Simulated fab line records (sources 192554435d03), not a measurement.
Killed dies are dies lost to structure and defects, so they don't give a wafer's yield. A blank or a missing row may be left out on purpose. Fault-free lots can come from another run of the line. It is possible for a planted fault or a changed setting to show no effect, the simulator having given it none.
Chamber matching	flow n5Finfet	N5_PASSIVATION_PECVD_55 on pecvd-04 has 3 sister chambers
The step deposits SiO2 from SiH4/N2O, target thk 400 nm, time 22.5 s. 18 wafers are shown with their chamber, then 8 later ones without.

## EACH WAFER AND ITS CHAMBER
wafer	chamber	throttleValvePct (%)	showerheadPlenumPTorr (Torr)	heaterPowerW (W)
L432.3	0	55.5	8.32	490
L432.5	0	55.7	8.30	518
L432.6	1	53.3	8.30	598
L433.2	0	55.8	8.29	495
L433.3	1	53.0	8.31	633
L433.5	0	55.6	8.30	510
L434.1	2	49.4	8.02	618
L434.2	1	53.5	8.30	617
L434.6	2	49.6	8.03	668
L437.1	1	53.4	8.29	653
L437.3	2	49.8	8.02	718
L437.6	2	49.6	8.01	725
L442.1	0	55.5	8.28	609
L442.5	0	55.7	8.31	466
L442.6	1	53.5	8.30	528
L443.1	1	53.1	8.29	526
L443.6	1	53.3	8.29	563
L444.1	1	53.5	8.29	644

SIGNATURES, as means of the wafers listed above
reading	chamber 0	chamber 1	chamber 2	scatter within a chamber
throttleValvePct	55.633	53.325	49.600	0.165
showerheadPlenumPTorr	8.3000	8.2963	8.0200	0.0103
heaterPowerW	514.67	595.25	682.25	50.1
Rule: a wafer lies at a distance from a chamber equal to the root of the sum of squares, over the readings, of (its reading less the chamber's mean, divided by the reading's scatter). The wafer belongs to the nearest chamber; if the next one is less than 2 further off, it can't be placed. The scatter is the square root of a quotient: the sum, over the shown wafers, of each reading's squared deviation from its chamber's mean, divided by wafers minus chambers.

## WAFERS MISSING THEIR CHAMBER
wafer	throttleValvePct (%)	showerheadPlenumPTorr (Torr)	heaterPowerW (W)
L444.3	55.7	8.29	559
L444.5	49.7	8.01	697
L448.1	50.3	8.04	658
L448.3	55.8	8.29	550
L448.5	50.1	8.05	693
L452.1	53.0	8.31	635
L452.2	55.5	8.30	543
L452.5	55.8	8.30	531

## WHICH CHAMBER EACH WENT THROUGH
wafer	from the rows above	in truth
L444.3	0	0
L444.5	2	2
L448.1	2	2
L448.3	0	0
L448.5	2	2
L452.1	1	1
L452.2	0	0
L452.5	0	0
8 of 8 placed correctly. Not placeable from these rows: 0. Placed wrongly: 0.
